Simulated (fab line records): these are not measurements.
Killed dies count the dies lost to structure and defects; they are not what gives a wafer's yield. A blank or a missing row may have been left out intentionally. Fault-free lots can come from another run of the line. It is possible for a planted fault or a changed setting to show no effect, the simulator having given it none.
Which of the tools did it? || flow n5-finfet || 10 lots with 30 wafers sampled at 4 steps, on a route of 1938 steps

## WHAT THE GAUGES SHOWED, per wafer
N5_BEOL_M4_RC_MEAS_101. Usual: DIBL_N 35.7 mV/V, standard deviation 1.3; DIBL_P 35.4 mV/V, standard deviation 1.8; IOFF_N 0.152 nA/um, standard deviation 0.027; IOFF_P 0.20 nA/um, standard deviation 0.034; ION_N 672 uA/um, standard deviation 9.8; ION_P 461 uA/um, standard deviation 7.5; REXT_N 74.7 ohm.um, standard deviation 1.5; SS_N 71.4 mV/dec, standard deviation 0.55; SS_P 73.1 mV/dec, standard deviation 0.61; VT_N 251 mV, standard deviation 3.3; VT_P -251 mV, standard deviation 3.6.
{"lot": "L590", "measured": "day 7 18:44", "on": "prober-02", "DIBL_N (mV/V)": "37.2 35.0 35.2", "DIBL_P (mV/V)": "39.2 38.2 36.6", "IOFF_N (nA/um)": "0.199 0.160 0.161", "IOFF_P (nA/um)": "0.27 0.24 0.22", "ION_N (uA/um)": "681 672 684", "ION_P (uA/um)": "469 465 467", "REXT_N (ohm.um)": "74.6 75.5 75.6", "SS_N (mV/dec)": "72.2 71.1 71.0", "SS_P (mV/dec)": "74.2 73.9 73.7", "VT_N (mV)": "247 248 248", "VT_P (mV)": "-244 -246 -247", "flag": ""}
{"lot": "L592", "measured": "day 8 11:07", "on": "prober-01", "DIBL_N (mV/V)": "38.6 34.7 34.8", "DIBL_P (mV/V)": "38.5 32.9 34.2", "IOFF_N (nA/um)": "0.217 0.139 0.144", "IOFF_P (nA/um)": "0.30 0.21 0.22", "ION_N (uA/um)": "674 671 673", "ION_P (uA/um)": "468 463 460", "REXT_N (ohm.um)": "74.9 74.8 75.2", "SS_N (mV/dec)": "72.4 71.0 71.6", "SS_P (mV/dec)": "74.4 72.9 73.5", "VT_N (mV)": "248 251 251", "VT_P (mV)": "-244 -249 -248", "flag": ""}
{"lot": "L593", "measured": "day 8 13:11", "on": "prober-02", "DIBL_N (mV/V)": "34.3 34.6 33.5", "DIBL_P (mV/V)": "36.0 34.9 35.0", "IOFF_N (nA/um)": "0.149 0.144 0.146", "IOFF_P (nA/um)": "0.18 0.17 0.17", "ION_N (uA/um)": "676 664 670", "ION_P (uA/um)": "457 455 459", "REXT_N (ohm.um)": "74.0 74.8 74.5", "SS_N (mV/dec)": "70.9 71.6 70.7", "SS_P (mV/dec)": "72.8 72.0 73.0", "VT_N (mV)": "252 254 251", "VT_P (mV)": "-255 -253 -252", "flag": ""}
{"lot": "L596", "measured": "day 9 08:35", "on": "prober-02", "DIBL_N (mV/V)": "35.7 35.7 35.1", "DIBL_P (mV/V)": "36.7 36.7 36.3", "IOFF_N (nA/um)": "0.162 0.163 0.152", "IOFF_P (nA/um)": "0.23 0.23 0.22", "ION_N (uA/um)": "680 678 678", "ION_P (uA/um)": "468 467 467", "REXT_N (ohm.um)": "71.3 71.6 72.2", "SS_N (mV/dec)": "71.3 71.4 71.0", "SS_P (mV/dec)": "72.6 72.1 73.0", "VT_N (mV)": "247 247 249", "VT_P (mV)": "-247 -248 -247", "flag": ""}
{"lot": "L597", "measured": "day 9 17:50", "on": "prober-02", "DIBL_N (mV/V)": "36.0 35.9 35.6", "DIBL_P (mV/V)": "36.9 36.5 35.6", "IOFF_N (nA/um)": "0.162 0.157 0.153", "IOFF_P (nA/um)": "0.21 0.20 0.20", "ION_N (uA/um)": "676 682 674", "ION_P (uA/um)": "465 459 462", "REXT_N (ohm.um)": "75.4 75.5 73.6", "SS_N (mV/dec)": "72.1 71.7 71.3", "SS_P (mV/dec)": "73.2 72.6 73.1", "VT_N (mV)": "247 248 248", "VT_P (mV)": "-251 -250 -250", "flag": ""}
{"lot": "L598", "measured": "day 10 02:28", "on": "prober-02", "DIBL_N (mV/V)": "33.7 35.1 33.6", "DIBL_P (mV/V)": "32.3 34.0 32.7", "IOFF_N (nA/um)": "0.114 0.131 0.112", "IOFF_P (nA/um)": "0.16 0.19 0.17", "ION_N (uA/um)": "666 674 666", "ION_P (uA/um)": "458 463 467", "REXT_N (ohm.um)": "73.6 73.3 73.6", "SS_N (mV/dec)": "70.7 71.6 72.0", "SS_P (mV/dec)": "72.2 72.7 72.5", "VT_N (mV)": "256 255 255", "VT_P (mV)": "-253 -253 -255", "flag": ""}
{"lot": "L599", "measured": "day 10 03:15", "on": "prober-02", "DIBL_N (mV/V)": "36.5 37.6 37.4", "DIBL_P (mV/V)": "34.9 35.7 36.3", "IOFF_N (nA/um)": "0.147 0.154 0.156", "IOFF_P (nA/um)": "0.19 0.21 0.21", "ION_N (uA/um)": "671 669 675", "ION_P (uA/um)": "458 459 458", "REXT_N (ohm.um)": "76.4 76.7 78.2", "SS_N (mV/dec)": "72.1 71.6 72.1", "SS_P (mV/dec)": "73.5 73.0 73.0", "VT_N (mV)": "251 250 253", "VT_P (mV)": "-248 -251 -249", "flag": ""}
{"lot": "L600", "measured": "day 10 11:20", "on": "prober-02", "DIBL_N (mV/V)": "37.7 35.7 34.8", "DIBL_P (mV/V)": "38.4 35.6 34.8", "IOFF_N (nA/um)": "0.186 0.148 0.139", "IOFF_P (nA/um)": "0.26 0.22 0.21", "ION_N (uA/um)": "680 662 677", "ION_P (uA/um)": "466 463 465", "REXT_N (ohm.um)": "75.0 76.0 74.6", "SS_N (mV/dec)": "72.5 71.3 70.7", "SS_P (mV/dec)": "74.4 73.1 73.3", "VT_N (mV)": "250 250 250", "VT_P (mV)": "-245 -248 -248", "flag": ""}
{"lot": "L606", "measured": "day 11 21:49", "on": "prober-01", "DIBL_N (mV/V)": "35.0 37.1 37.4", "DIBL_P (mV/V)": "34.7 32.8 33.7", "IOFF_N (nA/um)": "0.129 0.156 0.152", "IOFF_P (nA/um)": "0.19 0.16 0.17", "ION_N (uA/um)": "657 676 671", "ION_P (uA/um)": "458 456 453", "REXT_N (ohm.um)": "74.3 68.9 69.2", "SS_N (mV/dec)": "71.1 72.2 70.7", "SS_P (mV/dec)": "73.4 72.4 72.1", "VT_N (mV)": "253 253 252", "VT_P (mV)": "-250 -252 -250", "flag": ""}
{"lot": "L613", "measured": "day 14 06:29", "on": "prober-02", "DIBL_N (mV/V)": "34.8 33.8 35.4", "DIBL_P (mV/V)": "33.5 32.4 34.7", "IOFF_N (nA/um)": "0.121 0.104 0.132", "IOFF_P (nA/um)": "0.19 0.17 0.20", "ION_N (uA/um)": "674 653 668", "ION_P (uA/um)": "459 457 467", "REXT_N (ohm.um)": "71.7 71.2 71.6", "SS_N (mV/dec)": "70.5 70.8 71.3", "SS_P (mV/dec)": "73.0 72.3 73.0", "VT_N (mV)": "254 259 252", "VT_P (mV)": "-252 -253 -249", "flag": ""}

## WHICH TOOL RAN EACH LOT (tool, then ch and the chambers of the sampled wafers, then the start)
{"lot": "L590", "N5_SD_EPI_N_VAPOR_ETCH_50": "epi-rpcvd-02 ch 0, day 3 03:33", "N5_BEOL_M4_ANNEAL_93": "pvd-sputter-02, day 7 14:35", "N5_BEOL_M4_SPUTTER_94": "pvd-sputter-02, day 7 14:44"}
{"lot": "L592", "N5_SD_EPI_N_VAPOR_ETCH_50": "epi-rpcvd-02 ch 0, day 3 15:05", "N5_BEOL_M4_ANNEAL_93": "pvd-sputter-03, day 8 06:13", "N5_BEOL_M4_SPUTTER_94": "pvd-sputter-03, day 8 06:21"}
{"lot": "L593", "N5_SD_EPI_N_VAPOR_ETCH_50": "epi-rpcvd-02 ch 0, day 3 20:10", "N5_BEOL_M4_ANNEAL_93": "pvd-sputter-03, day 8 08:41", "N5_BEOL_M4_SPUTTER_94": "pvd-sputter-03, day 8 08:50"}
{"lot": "L596", "N5_SD_EPI_N_VAPOR_ETCH_50": "epi-rpcvd-02 ch 0, day 4 18:08", "N5_BEOL_M4_ANNEAL_93": "pvd-sputter-03, day 9 03:26", "N5_BEOL_M4_SPUTTER_94": "pvd-sputter-03, day 9 03:35"}
{"lot": "L597", "N5_SD_EPI_N_VAPOR_ETCH_50": "epi-rpcvd-01 ch 0, day 4 22:02", "N5_BEOL_M4_ANNEAL_93": "pvd-sputter-01, day 9 14:17", "N5_BEOL_M4_SPUTTER_94": "pvd-sputter-01, day 9 14:25"}
{"lot": "L598", "N5_SD_EPI_N_VAPOR_ETCH_50": "epi-rpcvd-04 ch 0, day 5 04:52", "N5_BEOL_M4_ANNEAL_93": "pvd-sputter-02, day 9 20:31", "N5_BEOL_M4_SPUTTER_94": "pvd-sputter-02, day 9 20:40"}
{"lot": "L599", "N5_SD_EPI_N_VAPOR_ETCH_50": "epi-rpcvd-01 ch 0, day 5 08:28", "N5_BEOL_M4_ANNEAL_93": "pvd-sputter-03, day 9 21:35", "N5_BEOL_M4_SPUTTER_94": "pvd-sputter-03, day 9 21:44"}
{"lot": "L600", "N5_SD_EPI_N_VAPOR_ETCH_50": "epi-rpcvd-04 ch 0, day 5 17:58", "N5_BEOL_M4_ANNEAL_93": "pvd-sputter-01, day 10 08:25", "N5_BEOL_M4_SPUTTER_94": "pvd-sputter-01, day 10 08:33"}
{"lot": "L606", "N5_SD_EPI_N_VAPOR_ETCH_50": "epi-rpcvd-01 ch 0, day 7 02:04", "N5_BEOL_M4_ANNEAL_93": "pvd-sputter-03, day 11 18:51", "N5_BEOL_M4_SPUTTER_94": "pvd-sputter-03, day 11 18:59"}
{"lot": "L613", "N5_SD_EPI_N_VAPOR_ETCH_50": "epi-rpcvd-02 ch 0, day 9 03:44", "N5_BEOL_M4_ANNEAL_93": "pvd-sputter-03, day 14 05:01", "N5_BEOL_M4_SPUTTER_94": "pvd-sputter-03, day 14 05:10"}
- N5_SD_EPI_N_VAPOR_ETCH_50: etches Si in HCl, time 54 s.
- N5_BEOL_M4_ANNEAL_93: time 240 s.
- N5_BEOL_M4_SPUTTER_94: material Cu, target thk 4.5 nm, time 8.29 s.

## AS READ BY THE TOOLS THEMSELVES (means over the sampled wafers that have a number; for cases with no such wafer, the mark the record gives instead)
N5_SD_EPI_N_VAPOR_ETCH_50. Usual: throttle-valve-pct reads 11.84 % (standard deviation 0.27).
{"lot": "L590", "tool": "epi-rpcvd-02", "throttle-valve-pct (%)": 12.16, "flag": ""}
{"lot": "L592", "tool": "epi-rpcvd-02", "throttle-valve-pct (%)": 12.08, "flag": ""}
{"lot": "L593", "tool": "epi-rpcvd-02", "throttle-valve-pct (%)": 12.00, "flag": ""}
{"lot": "L596", "tool": "epi-rpcvd-02", "throttle-valve-pct (%)": 12.20, "flag": ""}
{"lot": "L597", "tool": "epi-rpcvd-01", "throttle-valve-pct (%)": 11.79, "flag": ""}
{"lot": "L598", "tool": "epi-rpcvd-04", "throttle-valve-pct (%)": 11.36, "flag": ""}
{"lot": "L599", "tool": "epi-rpcvd-01", "throttle-valve-pct (%)": 11.87, "flag": ""}
{"lot": "L600", "tool": "epi-rpcvd-04", "throttle-valve-pct (%)": 11.47, "flag": ""}
{"lot": "L606", "tool": "epi-rpcvd-01", "throttle-valve-pct (%)": 11.88, "flag": ""}
{"lot": "L613", "tool": "epi-rpcvd-02", "throttle-valve-pct (%)": 12.13, "flag": ""}

N5_BEOL_M4_ANNEAL_93. Usual: heater-power-w reads 850 W (standard deviation 81).
{"lot": "L590", "tool": "pvd-sputter-02", "heater-power-w (W)": 826, "flag": ""}
{"lot": "L592", "tool": "pvd-sputter-03", "heater-power-w (W)": 828, "flag": ""}
{"lot": "L593", "tool": "pvd-sputter-03", "heater-power-w (W)": 796, "flag": ""}
{"lot": "L596", "tool": "pvd-sputter-03", "heater-power-w (W)": 816, "flag": ""}
{"lot": "L597", "tool": "pvd-sputter-01", "heater-power-w (W)": 884, "flag": ""}
{"lot": "L598", "tool": "pvd-sputter-02", "heater-power-w (W)": 842, "flag": ""}
{"lot": "L599", "tool": "pvd-sputter-03", "heater-power-w (W)": 822, "flag": ""}
{"lot": "L600", "tool": "pvd-sputter-01", "heater-power-w (W)": 866, "flag": ""}
{"lot": "L606", "tool": "pvd-sputter-03", "heater-power-w (W)": 783, "flag": ""}
{"lot": "L613", "tool": "pvd-sputter-03", "heater-power-w (W)": 825, "flag": ""}

N5_BEOL_M4_SPUTTER_94. Usual: chamber-pressure-pa 0.07002 Pa, standard deviation 0.00015; substrate-temp-c -20.00 C, standard deviation 0.095; throttle-valve-pct 29.8 %, standard deviation 0.77.
{"lot": "L590", "tool": "pvd-sputter-02", "chamber-pressure-pa (Pa)": 0.06993, "substrate-temp-c (C)": -20.00, "throttle-valve-pct (%)": 28.9, "flag": ""}
{"lot": "L592", "tool": "pvd-sputter-03", "chamber-pressure-pa (Pa)": 0.07006, "substrate-temp-c (C)": -20.04, "throttle-valve-pct (%)": 29.4, "flag": ""}
{"lot": "L593", "tool": "pvd-sputter-03", "chamber-pressure-pa (Pa)": 0.06996, "substrate-temp-c (C)": -20.03, "throttle-valve-pct (%)": 29.8, "flag": ""}
{"lot": "L596", "tool": "pvd-sputter-03", "chamber-pressure-pa (Pa)": 0.06997, "substrate-temp-c (C)": -20.06, "throttle-valve-pct (%)": 29.4, "flag": ""}
{"lot": "L597", "tool": "pvd-sputter-01", "chamber-pressure-pa (Pa)": 0.06998, "substrate-temp-c (C)": -20.00, "throttle-valve-pct (%)": 30.3, "flag": ""}
{"lot": "L598", "tool": "pvd-sputter-02", "chamber-pressure-pa (Pa)": 0.06995, "substrate-temp-c (C)": -20.09, "throttle-valve-pct (%)": 28.8, "flag": ""}
{"lot": "L599", "tool": "pvd-sputter-03", "chamber-pressure-pa (Pa)": 0.06984, "substrate-temp-c (C)": -19.83, "throttle-valve-pct (%)": 29.4, "flag": ""}
{"lot": "L600", "tool": "pvd-sputter-01", "chamber-pressure-pa (Pa)": 0.07002, "substrate-temp-c (C)": -20.08, "throttle-valve-pct (%)": 30.3, "flag": ""}
{"lot": "L606", "tool": "pvd-sputter-03", "chamber-pressure-pa (Pa)": 0.07004, "substrate-temp-c (C)": -20.08, "throttle-valve-pct (%)": 29.7, "flag": ""}
{"lot": "L613", "tool": "pvd-sputter-03", "chamber-pressure-pa (Pa)": 0.07000, "substrate-temp-c (C)": -20.00, "throttle-valve-pct (%)": 29.9, "flag": ""}

## THE ANSWER, worked out from the rows above alone
Rule: a lot is off if the mean of its wafers that have a number lies more than 3 standard deviations from the usual mean. A lot without any number at a reading at which 4 lots or more have one is off too. Any other lot the step has rows for is counted as sound. Order of review: gauges by route order, followed by the tools' own readings, for which a lot's mean as printed above is used. At the first step where some lot is off, the reading lying furthest off is the one used; lots without a number count as furthest.
No lot is off at any reading shown: from this, nothing can be told.

## WHAT THE SIMULATOR HAD PUT IN
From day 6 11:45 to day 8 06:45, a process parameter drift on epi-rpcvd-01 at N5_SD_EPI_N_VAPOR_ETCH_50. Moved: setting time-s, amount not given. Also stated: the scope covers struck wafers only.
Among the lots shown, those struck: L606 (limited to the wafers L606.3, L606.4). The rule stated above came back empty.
